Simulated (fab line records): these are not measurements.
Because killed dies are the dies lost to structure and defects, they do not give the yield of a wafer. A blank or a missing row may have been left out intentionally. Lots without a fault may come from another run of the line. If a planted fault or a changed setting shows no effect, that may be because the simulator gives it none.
fab line records    flow nand_harc
record: lots: 24  wafers: 72  last_day: 24
route steps=1159 shown A_CHANNEL_HOLE_D1@464 A_STAIRCASE@564
lots that met no fault: from a run of the same line without faults
start_h: hours from the record's opening day to when the first of the lot's shown wafers began    wait_h: hours since the lot's step before    " repeats the value in the row above    L1.1+2: one row covering several wafers at once    - no value present, or no start provided    * or withheld: withheld    < > ~ a bound
route shown NAME@n: NAME is a module with steps in the file, n the number in the route of the first one    usual: average and standard deviation across the fault-free wafers    same: alike in all rows    chamber/n: place in a boat    sites: each site's reading    _std_site: how widely they spread, as a standard deviation    _edge_site: mean of outer sites minus mean of inner sites    radius_mm: for every site, how far away it sits from the centre of the wafer    mask NAME#n: copy n    behind: the tool/chamber that last shaped the wafer    hold: why the lot went on hold/how many hours it stayed there/how the hold came to an end    device: names the non-switching transistor (n, p or np)    end of line: the same wafers' tests at the end of the route    for a step that has no rows: nothing shown but its recipe    killed: at the first sort, the dies lost to defects and structure; wafer yield is something else    map: a wafer's dies, x killed, . not, _ none there
set.NAME: setting as actually run; set.NAME@STEP: the setting as run at that earlier step    model.NAME: the simulator's own value behind a step, which no gauge read
a sample of lots followed through the steps of the route, with each step as a table and each wafer as a row
services: when a tool's chamber went out of use (start_h, in hours from the record's first day, below 0 if earlier), for how many hours, and the reason
== steps ==
step: NHARC_A_CHANNEL_HOLE_D1_INSPECT_12
usual: raw_defect_count: 6.0/2.9
lot.wafer  tool               chamber  start_h  wait_h  raw_defect_count
L074.2     defect_inspect-01  -        163.20   0.0     6
L074.4     "                  -        "        "       5
L074.6     "                  -        "        "       3
L075.1     defect_inspect-02  -        187.42   0.0     11
L075.3     "                  -        "        "       4
L075.6     "                  -        "        "       5
L076.1     defect_inspect-02  -        187.68   0.0     8
L076.2     "                  -        "        "       22
L076.6     "                  -        "        "       7
L079.1     defect_inspect-02  -        200.34   0.0     7
L079.4     "                  -        "        "       6
L079.6     "                  -        "        "       9
L077.2     defect_inspect-01  -        200.39   0.0     4
L077.4     "                  -        "        "       6
L077.5     "                  -        "        "       4
L078.1     defect_inspect-02  -        201.45   0.0     15
L078.5     "                  -        "        "       5
L078.6     "                  -        "        "       7
L080.1     defect_inspect-02  -        210.78   0.0     8
L080.2     "                  -        "        "       3
L080.4     "                  -        "        "       5
L082.4     defect_inspect-02  -        215.71   0.0     5
L082.5     "                  -        "        "       2
L082.6     "                  -        "        "       4
L081.2     defect_inspect-01  -        216.44   0.0     8
L081.4     "                  -        "        "       5
L081.6     "                  -        "        "       2
L083.2     defect_inspect-01  -        224.01   0.0     6
L083.5     "                  -        "        "       4
L083.6     "                  -        "        "       7
L084.2     defect_inspect-01  -        231.82   0.0     5
L084.3     "                  -        "        "       2
L084.5     "                  -        "        "       3
L087.1     defect_inspect-01  -        246.83   0.0     4
L087.5     "                  -        "        "       8
L087.6     "                  -        "        "       3
L086.1     defect_inspect-01  -        248.00   0.0     10
L086.2     "                  -        "        "       10
L086.5     "                  -        "        "       5
L085.2     defect_inspect-01  -        248.27   0.0     6
L085.3     "                  -        "        "       6
L085.5     "                  -        "        "       2
L088.1     defect_inspect-01  -        263.21   0.0     7
L088.3     "                  -        "        "       10
L088.6     "                  -        "        "       7
L089.2     defect_inspect-02  -        264.55   0.0     3
L089.5     "                  -        "        "       9
L089.6     "                  -        "        "       8
L091.2     defect_inspect-01  -        264.71   0.0     9
L091.4     "                  -        "        "       10
L091.6     "                  -        "        "       6
L090.2     defect_inspect-02  -        272.43   0.0     3
L090.4     "                  -        "        "       5
L090.5     "                  -        "        "       6
L092.2     defect_inspect-01  -        276.35   0.0     7
L092.4     "                  -        "        "       3
L092.6     "                  -        "        "       5
L093.1     defect_inspect-02  -        295.07   0.0     7
L093.2     "                  -        "        "       5
L093.6     "                  -        "        "       4
L095.1     defect_inspect-01  -        296.47   0.0     4
L095.3     "                  -        "        "       4
L095.6     "                  -        "        "       2
L094.2     defect_inspect-02  -        296.81   0.0     10
L094.5     "                  -        "        "       7
L094.6     "                  -        "        "       9
L096.1     defect_inspect-01  -        307.36   0.0     4
L096.4     "                  -        "        "       8
L096.5     "                  -        "        "       4
L097.3     defect_inspect-01  -        308.23   0.0     8
L097.4     "                  -        "        "       6
L097.6     "                  -        "        "       4
step: NHARC_A_CHANNEL_HOLE_D1_INSPECT_40
usual: raw_defect_count: 62/18
lot.wafer  tool               chamber  start_h  wait_h  raw_defect_count
L074.2     defect_inspect-02  -        170.85   -       34
L074.4     "                  -        "        "       36
L074.6     "                  -        "        "       36
L075.1     defect_inspect-02  -        194.40   -       58
L075.3     "                  -        "        "       59
L075.6     "                  -        "        "       51
L076.1     defect_inspect-01  -        194.64   -       61
L076.2     "                  -        "        "       42
L076.6     "                  -        "        "       44
L079.1     defect_inspect-01  -        207.33   -       78
L079.4     "                  -        "        "       82
L079.6     "                  -        "        "       56
L077.2     defect_inspect-02  -        208.00   -       69
L077.4     "                  -        "        "       51
L077.5     "                  -        "        "       71
L078.1     defect_inspect-02  -        211.51   -       75
L078.5     "                  -        "        "       62
L078.6     "                  -        "        "       70
L080.1     defect_inspect-02  -        217.89   -       53
L080.2     "                  -        "        "       76
L080.4     "                  -        "        "       59
L082.4     defect_inspect-01  -        222.69   -       83
L082.5     "                  -        "        "       75
L082.6     "                  -        "        "       79
L081.2     defect_inspect-01  -        223.73   -       37
L081.4     "                  -        "        "       32
L081.6     "                  -        "        "       40
L083.2     defect_inspect-02  -        230.95   -       70
L083.5     "                  -        "        "       57
L083.6     "                  -        "        "       77
L084.2     defect_inspect-02  -        238.81   -       65
L084.3     "                  -        "        "       51
L084.5     "                  -        "        "       92
L087.1     defect_inspect-01  -        253.80   -       57
L087.5     "                  -        "        "       40
L087.6     "                  -        "        "       39
L086.1     defect_inspect-02  -        254.97   -       56
L086.2     "                  -        "        "       57
L086.5     "                  -        "        "       59
L085.2     defect_inspect-02  -        260.29   -       57
L085.3     "                  -        "        "       61
L085.5     "                  -        "        "       75
L088.1     defect_inspect-01  -        270.17   -       47
L088.3     "                  -        "        "       60
L088.6     "                  -        "        "       52
L089.2     defect_inspect-02  -        271.50   -       108
L089.5     "                  -        "        "       62
L089.6     "                  -        "        "       98
L091.2     defect_inspect-02  -        274.35   -       41
L091.4     "                  -        "        "       51
L091.6     "                  -        "        "       57
L090.2     defect_inspect-01  -        280.14   -       33
L090.4     "                  -        "        "       28
L090.5     "                  -        "        "       45
L092.2     defect_inspect-02  -        283.30   -       99
L092.4     "                  -        "        "       80
L092.6     "                  -        "        "       90
L093.1     defect_inspect-01  -        302.39   -       78
L093.2     "                  -        "        "       96
L093.6     "                  -        "        "       94
L095.1     defect_inspect-01  -        303.44   -       69
L095.3     "                  -        "        "       90
L095.6     "                  -        "        "       36
L094.2     defect_inspect-01  -        306.38   -       106
L094.5     "                  -        "        "       74
L094.6     "                  -        "        "       60
L096.1     defect_inspect-01  -        314.30   -       78
L096.4     "                  -        "        "       73
L096.5     "                  -        "        "       48
L097.3     defect_inspect-01  -        318.50   -       56
L097.4     "                  -        "        "       65
L097.6     "                  -        "        "       48
step: NHARC_A_STAIRCASE_ETCH_27
recipe: target_depth_a: 1000  time_s: 40.5  ion_energy_ev: 400  c4f8_flow_sccm: 20  o2_flow_sccm: 10  ar_flow_sccm: withheld  rf_w: 600  bias_w: 1000  chemistry: C4F8/O2
usual: oes_product_au: 0.934/0.013  rf_vpp_V: 898/5.6
lot.wafer  tool         chamber  start_h  wait_h  oes_product_au  rf_hours_counter_h  rf_vpp_V
L074.2     rie_diel-07  0        -        -       0.925           60                  903
L074.6     "            1        "        "       0.951           -                   898
L074.4     "            0        "        "       0.935           -                   903
L076.1     rie_diel-13  2        -        -       0.922           52                  894
L076.2     "            3        "        "       0.941           50                  887
L076.6     "            0        "        "       0.937           -                   889
L075.3     rie_diel-13  0        -        -       0.940           52                  887
L075.1     "            1        "        "       0.934           52                  896
L075.6     "            1        "        "       0.943           -                   896
L079.4     rie_diel-06  1        -        -       0.921           2                   892
L079.1     "            2        "        "       0.961           1                   900
L079.6     "            2        "        "       0.967           -                   903
L077.2     rie_diel-07  2        -        -       0.932           9                   906
L077.4     "            1        "        "       0.932           9                   897
L077.5     "            2        "        "       0.933           -                   906
L078.1     rie_diel-13  0        -        -       0.951           61                  887
L078.6     "            0        "        "       0.928           -                   887
L078.5     "            1        "        "       0.944           -                   897
L080.1     rie_diel-07  2        -        -       0.932           14                  906
L080.2     "            3        "        "       0.962           16                  899
L080.4     "            0        "        "       0.949           16                  902
L082.4     rie_diel-06  2        -        -       0.953           7                   902
L082.5     "            1        "        "       0.918           -                   893
L082.6     "            2        "        "       0.941           -                   902
L081.4     rie_diel-06  2        -        -       0.941           9                   903
L081.2     "            0        "        "       0.938           12                  898
L081.6     "            1        "        "       0.906           -                   891
L083.2     rie_diel-07  2        -        -       0.923           24                  905
L083.5     "            0        "        "       0.936           -                   901
L083.6     "            1        "        "       0.935           -                   897
L084.3     rie_diel-13  0        -        -       0.916           4                   905
L084.2     "            1        "        "       0.912           5                   896
L084.5     "            1        "        "       0.915           -                   895
L087.1     rie_diel-13  2        -        -       0.940           4                   895
L087.5     "            1        "        "       0.926           -                   895
L087.6     "            2        "        "       0.938           -                   894
L086.1     rie_diel-06  3        -        -       0.928           19                  901
L086.2     "            0        "        "       0.956           20                  899
L086.5     "            3        "        "       0.940           -                   903
L085.3     rie_diel-06  2        -        -       0.938           20                  902
L085.2     "            1        "        "       0.925           22                  892
L085.5     "            2        "        "       0.945           -                   902
L088.1     rie_diel-06  0        -        -       0.946           27                  900
L088.3     "            1        "        "       0.929           25                  892
L088.6     "            0        "        "       0.946           -                   898
L089.2     rie_diel-13  3        -        -       0.935           15                  887
L089.6     "            3        "        "       0.935           -                   888
L089.5     "            1        "        "       0.932           -                   897
L091.4     rie_diel-06  1        -        -       0.924           26                  894
L091.2     "            2        "        "       0.952           25                  902
L091.6     "            3        "        "       0.927           -                   901
L090.2     rie_diel-07  0        -        -       0.936           36                  903
L090.4     "            1        "        "       0.928           36                  897
L090.5     "            3        "        "       0.947           -                   900
L092.2     rie_diel-13  1        -        -       0.936           22                  896
L092.6     "            1        "        "       0.934           -                   895
L092.4     "            0        "        "       0.947           -                   906
L094.2     rie_diel-06  3        -        -       0.928           39                  900
L094.5     "            2        "        "       0.940           -                   902
L094.6     "            3        "        "       0.918           -                   903
L093.1     rie_diel-07  1        -        -       0.925           47                  895
L093.2     "            0        "        "       0.925           45                  900
L093.6     "            2        "        "       0.932           -                   905
L095.1     rie_diel-07  0        -        -       0.939           45                  901
L095.3     "            2        "        "       0.927           49                  904
L095.6     "            3        "        "       0.957           -                   897
L096.4     rie_diel-06  1        -        -       0.908           41                  892
L096.1     "            0        "        "       0.943           43                  897
L096.5     "            1        "        "       0.913           -                   893
L097.4     rie_diel-13  1        -        -       0.907           35                  895
L097.3     "            3        "        "       0.945           33                  886
L097.6     "            0        "        "       0.927           -                   906
step: NHARC_A_STAIRCASE_ETCH_203
recipe: target_depth_a: 1000  time_s: 40.5  ion_energy_ev: 400  c4f8_flow_sccm: 20  o2_flow_sccm: 10  ar_flow_sccm: withheld  rf_w: 600  bias_w: 1000  chemistry: C4F8/O2
usual: oes_product_au: 0.938/0.013  rf_vpp_V: 898/5
lot.wafer  tool         chamber  start_h  wait_h  oes_product_au  rf_hours_counter_h  rf_vpp_V
L074.2     rie_diel-06  1        -        -       0.938           61                  893
L074.4     "            0        "        "       0.921           -                   901
L074.6     "            3        "        "       0.938           -                   901
L075.1     rie_diel-07  1        -        -       0.926           6                   895
L075.3     "            2        "        "       0.930           6                   905
L075.6     "            1        "        "       0.928           -                   898
L076.2     rie_diel-06  0        -        -       0.944           1                   898
L076.1     "            1        "        "       0.928           1                   893
L076.6     "            3        "        "       0.934           -                   902
L079.4     rie_diel-07  1        -        -       0.937           11                  898
L079.1     "            2        "        "       0.926           11                  906
L079.6     "            0        "        "       0.933           -                   903
L077.2     rie_diel-13  3        -        -       0.928           58                  887
L077.4     "            0        "        "       0.919           60                  887
L077.5     "            3        "        "       0.925           -                   888
L078.1     rie_diel-07  1        -        -       0.962           12                  895
L078.6     "            1        "        "       0.947           -                   898
L078.5     "            2        "        "       0.951           -                   904
L080.1     rie_diel-07  2        -        -       0.927           17                  904
L080.2     "            0        "        "       0.932           18                  902
L080.4     "            1        "        "       0.922           17                  897
L082.4     rie_diel-06  0        -        -       0.933           13                  899
L082.5     "            0        "        "       0.934           -                   898
L082.6     "            1        "        "       0.937           -                   893
L081.4     rie_diel-06  2        -        -       0.962           11                  902
L081.2     "            3        "        "       0.916           12                  901
L081.6     "            2        "        "       0.956           -                   903
L083.2     rie_diel-06  0        -        -       0.952           16                  899
L083.5     "            2        "        "       0.955           -                   903
L083.6     "            3        "        "       0.924           -                   900
L084.3     rie_diel-07  1        -        -       0.944           24                  898
L084.2     "            2        "        "       0.940           25                  904
L084.5     "            1        "        "       0.941           -                   898
L087.1     rie_diel-13  2        -        -       0.928           5                   895
L087.6     "            0        "        "       0.928           -                   907
L087.5     "            1        "        "       0.911           -                   896
L086.1     rie_diel-07  2        -        -       0.941           30                  905
L086.2     "            3        "        "       0.954           31                  899
L086.5     "            0        "        "       0.935           -                   903
L085.3     rie_diel-13  1        -        -       0.941           12                  896
L085.2     "            2        "        "       0.941           9                   894
L085.5     "            0        "        "       0.942           -                   907
L088.1     rie_diel-06  2        -        -       0.951           25                  901
L088.3     "            0        "        "       0.947           29                  899
L088.6     "            2        "        "       0.957           -                   901
L089.2     rie_diel-07  1        -        -       0.928           34                  897
L089.5     "            3        "        "       0.968           -                   899
L089.6     "            0        "        "       0.943           -                   902
L091.4     rie_diel-07  3        -        -       0.963           37                  898
L091.2     "            2        "        "       0.915           36                  905
L091.6     "            0        "        "       0.958           -                   902
L090.2     rie_diel-06  3        -        -       0.934           32                  900
L090.4     "            1        "        "       0.943           -                   892
L090.5     "            2        "        "       0.956           -                   901
L092.2     rie_diel-13  1        -        -       0.926           24                  896
L092.4     "            2        "        "       0.937           12                  895
L092.6     "            2        "        "       0.933           -                   895
L094.2     rie_diel-13  1        -        -       0.903           32                  895
L094.6     "            2        "        "       0.930           -                   894
L094.5     "            3        "        "       0.947           -                   886
L093.2     rie_diel-06  3        -        -       0.948           41                  901
L093.1     "            2        "        "       0.955           38                  902
L093.6     "            0        "        "       0.941           -                   897
L095.3     rie_diel-07  3        -        -       0.951           48                  897
L095.1     "            2        "        "       0.954           50                  905
L095.6     "            3        "        "       0.951           -                   898
L096.1     rie_diel-07  1        -        -       0.944           52                  897
L096.4     "            3        "        "       0.955           51                  899
L096.5     "            1        "        "       0.940           -                   898
L097.3     rie_diel-13  1        -        -       0.932           36                  895
L097.4     "            2        "        "       0.945           23                  894
L097.6     "            0        "        "       0.931           -                   904
step: NHARC_A_STAIRCASE_ETCH_232
recipe: target_depth_a: 1000  time_s: 40.5  ion_energy_ev: 400  c4f8_flow_sccm: 20  o2_flow_sccm: 10  ar_flow_sccm: withheld  rf_w: 600  bias_w: 1000  chemistry: C4F8/O2
usual: oes_product_au: 0.940/0.015  rf_vpp_V: 898/4.7
lot.wafer  tool         chamber  start_h  wait_h  oes_product_au  rf_hours_counter_h  rf_vpp_V
L074.2     rie_diel-06  3        -        -       0.929           60                  901
L074.4     "            0        "        "       0.930           63                  898
L074.6     "            1        "        "       0.922           -                   893
L075.3     rie_diel-07  3        -        -       0.968           9                   898
L075.1     "            2        "        "       0.964           8                   907
L075.6     "            0        "        "       0.947           -                   902
L076.1     rie_diel-13  3        -        -       0.954           55                  887
L076.2     "            2        "        "       0.933           57                  895
L076.6     "            0        "        "       0.940           -                   887
L079.1     rie_diel-07  3        -        -       0.979           12                  897
L079.4     "            1        "        "       0.935           11                  897
L079.6     "            2        "        "       0.940           -                   905
L077.4     rie_diel-06  0        -        -       0.950           5                   900
L077.2     "            2        "        "       0.960           3                   903
L077.5     "            0        "        "       0.945           -                   897
L078.1     rie_diel-06  0        -        -       0.953           6                   899
L078.6     "            2        "        "       0.967           -                   903
L078.5     "            3        "        "       0.936           -                   901
L080.1     rie_diel-07  1        -        -       0.923           19                  897
L080.2     "            2        "        "       0.929           19                  906
L080.4     "            3        "        "       0.961           20                  898
L082.4     rie_diel-06  0        -        -       0.939           14                  900
L082.6     "            1        "        "       0.912           -                   894
L082.5     "            2        "        "       0.967           -                   904
L081.4     rie_diel-06  3        -        -       0.955           13                  902
L081.2     "            0        "        "       0.959           15                  898
L081.6     "            3        "        "       0.951           -                   901
L083.2     rie_diel-06  0        -        -       0.933           17                  897
L083.6     "            3        "        "       0.928           -                   901
L083.5     "            0        "        "       0.940           -                   897
L084.2     rie_diel-07  0        -        -       0.942           26                  901
L084.3     "            3        "        "       0.966           27                  897
L084.5     "            0        "        "       0.947           -                   902
L087.1     rie_diel-06  1        -        -       0.924           21                  893
L087.6     "            3        "        "       0.934           -                   903
L087.5     "            0        "        "       0.961           -                   897
L086.2     rie_diel-06  3        -        -       0.931           23                  900
L086.1     "            0        "        "       0.952           24                  900
L086.5     "            2        "        "       0.958           -                   902
L085.2     rie_diel-13  3        -        -       0.931           14                  886
L085.3     "            0        "        "       0.932           14                  906
L085.5     "            1        "        "       0.930           -                   895
L088.1     rie_diel-06  0        -        -       0.949           31                  898
L088.3     "            1        "        "       0.932           29                  893
L088.6     "            0        "        "       0.938           -                   896
L089.2     rie_diel-07  0        -        -       0.936           36                  902
L089.6     "            1        "        "       0.942           -                   896
L089.5     "            2        "        "       0.928           -                   905
L091.4     rie_diel-07  0        -        -       0.949           37                  903
L091.2     "            3        "        "       0.969           39                  898
L091.6     "            1        "        "       0.939           -                   896
L090.4     rie_diel-07  1        -        -       0.926           40                  898
L090.2     "            0        "        "       0.931           39                  902
L090.5     "            1        "        "       0.910           -                   898
L092.4     rie_diel-13  2        -        -       0.935           13                  895
L092.2     "            0        "        "       0.929           24                  905
L092.6     "            2        "        "       0.933           -                   895
L094.2     rie_diel-13  3        -        -       0.945           30                  887
L094.6     "            0        "        "       0.949           -                   905
L094.5     "            1        "        "       0.938           -                   894
L093.2     rie_diel-13  2        -        -       0.928           20                  893
L093.1     "            0        "        "       0.924           32                  906
L093.6     "            1        "        "       0.911           -                   894
L095.1     rie_diel-07  2        -        -       0.935           52                  906
L095.3     "            1        "        "       0.940           50                  895
L095.6     "            2        "        "       0.931           -                   905
L096.4     rie_diel-06  2        -        -       0.941           42                  902
L096.1     "            0        "        "       0.917           45                  898
L096.5     "            2        "        "       0.944           -                   901
L097.3     rie_diel-06  1        -        -       0.924           46                  892
L097.4     "            0        "        "       0.931           48                  897
L097.6     "            2        "        "       0.952           -                   902
step: NHARC_A_STAIRCASE_ETCH_292
recipe: cf4_flow_sccm: 100  chf3_flow_sccm: 30  ar_flow_sccm: 0  rf_w: 500  bias_w: 200  chemistry: CF4/CHF3
usual: drypump_motor_current_A: 5.6/0.39  oes_product_au: 0.957/0.02  rf_vpp_V: 371.7/2.1  showerhead_plenum_p_Torr: 1.61/0.059  throttle_valve_pct: 16.802/0.0091
lot.wafer  tool         chamber  start_h  wait_h  drypump_motor_current_A  oes_product_au  rf_hours_counter_h  rf_vpp_V  showerhead_plenum_p_Torr  throttle_valve_pct
L074.4     rie_diel-07  3        242.72   0.1     5.7                      0.978           2                   372.7     1.61                      16.805
L074.2     "            0        "        "       5.3                      0.954           1                   372.5     1.66                      16.800
L074.6     "            3        "        "       5.7                      0.972           -                   372.5     1.61                      16.801
L075.1     rie_diel-06  0        262.99   0.1     5.6                      0.943           3                   370.2     1.61                      16.793
L075.3     "            3        "        "       4.8                      0.926           3                   372.9     1.65                      16.823
L075.6     "            0        "        "       5.6                      0.943           -                   372.2     1.61                      16.808
L076.2     rie_diel-06  2        265.28   0.1     5.5                      0.983           2                   372.9     1.66                      16.800
L076.1     "            3        "        "       4.8                      0.968           4                   372.4     1.65                      16.797
L076.6     "            2        "        "       5.5                      0.986           -                   372.5     1.65                      16.796
L079.1     rie_diel-13  1        273.57   0.1     6.1                      0.978           64                  370.3     1.57                      16.792
L079.4     "            3        "        "       5.5                      0.962           61                  366.3     1.47                      16.804
L079.6     "            0        "        "       5.9                      0.951           -                   368.1     1.46                      16.795
L077.4     rie_diel-07  3        276.14   1.5     5.7                      1.018           16                  371.7     1.61                      16.788
L077.2     "            1        "        "       5.9                      0.986           14                  372.9     1.59                      16.817
L077.5     "            2        "        "       6.3                      0.986           -                   374.3     1.70                      16.801
L078.1     rie_diel-07  3        279.73   0.1     5.7                      0.962           18                  371.4     1.61                      16.816
L078.6     "            2        "        "       6.3                      0.913           -                   374.4     1.70                      16.799
L078.5     "            3        "        "       5.7                      0.963           -                   370.3     1.61                      16.780
L080.4     rie_diel-06  0        291.62   0.1     5.6                      0.972           15                  372.5     1.60                      16.805
L080.2     "            2        "        "       5.5                      0.984           12                  373.7     1.65                      16.806
L080.1     "            3        "        "       4.8                      0.947           14                  372.2     1.64                      16.783
L082.4     rie_diel-13  1        294.82   0.1     6.1                      0.937           -                   370.3     1.57                      16.815
L082.5     "            3        "        "       5.5                      0.948           -                   367.4     1.47                      16.812
L082.6     "            0        "        "       5.9                      0.948           -                   375.0     1.70                      16.802
L081.4     rie_diel-06  3        298.94   0.1     4.8                      0.930           16                  373.4     1.64                      16.799
L081.2     "            1        "        "       5.6                      0.955           17                  370.4     1.53                      16.795
L081.6     "            3        "        "       4.8                      0.933           -                   371.3     1.64                      16.803
L083.2     rie_diel-06  0        311.23   0.1     5.6                      0.940           19                  371.4     1.60                      16.811
L083.5     "            0        "        "       5.6                      0.935           -                   369.9     1.60                      16.815
L083.6     "            1        "        "       5.6                      0.914           -                   369.8     1.53                      16.804
L084.2     rie_diel-07  2        311.55   0.1     6.3                      0.934           29                  376.2     1.69                      16.809
L084.3     "            3        "        "       5.7                      0.951           29                  372.9     1.60                      16.797
L084.5     "            2        "        "       6.3                      0.930           -                   373.6     1.69                      16.793
L087.1     rie_diel-07  0        322.68   0.1     5.3                      0.960           31                  372.7     1.65                      16.805
L087.6     "            1        "        "       5.9                      0.956           -                   373.4     1.59                      16.812
L087.5     "            2        "        "       6.3                      0.961           -                   375.3     1.69                      16.812
L086.1     rie_diel-06  1        325.97   0.1     5.6                      0.927           24                  368.1     1.53                      16.791
L086.2     "            2        "        "       5.5                      0.955           23                  372.5     1.65                      16.796
L086.5     "            0        "        "       5.6                      0.956           -                   372.1     1.60                      16.808
L085.2     rie_diel-06  2        330.86   0.1     5.5                      0.960           25                  372.6     1.65                      16.799
L085.3     "            0        "        "       5.6                      0.978           29                  370.9     1.60                      16.791
L085.5     "            2        "        "       5.5                      0.968           -                   371.1     1.65                      16.790
L088.3     rie_diel-06  1        340.22   0.1     5.7                      0.958           31                  369.9     1.53                      16.803
L088.1     "            2        "        "       5.5                      0.964           29                  372.3     1.65                      16.796
L088.6     "            3        "        "       4.8                      0.964           -                   372.9     1.64                      16.779
L089.2     rie_diel-06  2        344.47   0.1     5.5                      0.961           31                  373.3     1.65                      16.798
L089.5     "            1        "        "       5.6                      0.956           -                   367.8     1.53                      16.818
L089.6     "            2        "        "       5.5                      0.970           -                   372.8     1.65                      16.806
L091.2     rie_diel-06  1        346.40   0.1     5.7                      0.960           34                  369.0     1.53                      16.800
L091.4     "            3        "        "       4.8                      0.973           34                  373.4     1.64                      16.793
L091.6     "            2        "        "       5.5                      0.969           -                   372.1     1.65                      16.801
L090.4     rie_diel-13  0        350.10   0.1     5.9                      0.949           25                  375.8     1.69                      16.795
L090.2     "            1        "        "       6.1                      0.940           25                  369.5     1.57                      16.802
L090.5     "            2        "        "       5.3                      0.970           -                   369.2     1.55                      16.805
L092.2     rie_diel-07  0        353.08   0.1     5.3                      0.977           42                  372.2     1.65                      16.804
L092.4     "            1        "        "       5.8                      0.946           43                  371.4     1.58                      16.809
L092.6     "            0        "        "       5.3                      0.973           -                   372.6     1.65                      16.811
L094.2     rie_diel-07  1        374.95   0.1     5.8                      0.967           52                  371.9     1.58                      16.796
L094.5     "            1        "        "       5.9                      0.958           -                   371.1     1.58                      16.811
L094.6     "            2        "        "       6.3                      0.963           -                   374.7     1.69                      16.790
L095.1     rie_diel-07  2        378.52   0.2     6.3                      0.937           55                  373.7     1.69                      16.784
L095.3     "            3        "        "       5.7                      0.957           53                  370.6     1.60                      16.799
L095.6     "            2        "        "       6.3                      0.950           -                   375.1     1.69                      16.802
L093.2     rie_diel-06  2        378.87   0.1     5.5                      0.947           43                  371.2     1.64                      16.809
L093.1     "            3        "        "       4.8                      0.938           46                  372.2     1.63                      16.796
L093.6     "            1        "        "       5.6                      0.944           -                   368.6     1.53                      16.796
L096.1     rie_diel-06  3        383.17   0.1     4.8                      0.959           47                  372.3     1.63                      16.793
L096.4     "            0        "        "       5.7                      0.965           48                  371.0     1.60                      16.794
L096.5     "            1        "        "       5.7                      0.943           -                   369.5     1.53                      16.799
L097.4     rie_diel-07  1        389.18   0.1     5.9                      0.920           56                  370.6     1.58                      16.815
L097.3     "            2        "        "       6.3                      0.911           58                  374.9     1.68                      16.798
L097.6     "            0        "        "       5.3                      0.930           -                   373.4     1.65                      16.800
== services ==
tool         chamber  start_h  hours  kind
rie_diel-13  3        218.18   5.8    repair
rie_diel-06  0        220.29   -      clean
rie_diel-06  1        220.29   -      clean
rie_diel-06  2        220.29   -      clean
rie_diel-06  3        220.29   -      clean
rie_diel-07  3        222.34   4.9    repair
rie_diel-06  2        225.22   6.5    repair
rie_diel-07  -        228.74   9.0    pm
rie_diel-06  2        239.20   17.2   repair
rie_diel-06  -        241.58   9.0    pm
rie_diel-06  0        241.58   9.0    vent_cycle
rie_diel-06  1        241.58   9.0    vent_cycle
rie_diel-06  3        241.58   9.0    vent_cycle
rie_diel-06  0        250.58   -      clean
rie_diel-06  0        250.58   -      consumable_replace:focus_ring
rie_diel-06  1        250.58   -      clean
rie_diel-06  3        250.58   -      clean
rie_diel-13  -        276.13   9.0    pm
rie_diel-13  2        286.64   8.8    repair
rie_diel-06  1        303.21   7.4    repair
rie_diel-07  1        304.31   1.4    repair
rie_diel-06  -        323.32   2.1    repair
rie_diel-07  -        325.65   0.8    repair
rie_diel-06  0        338.06   2.3    repair
== key ==
fault none
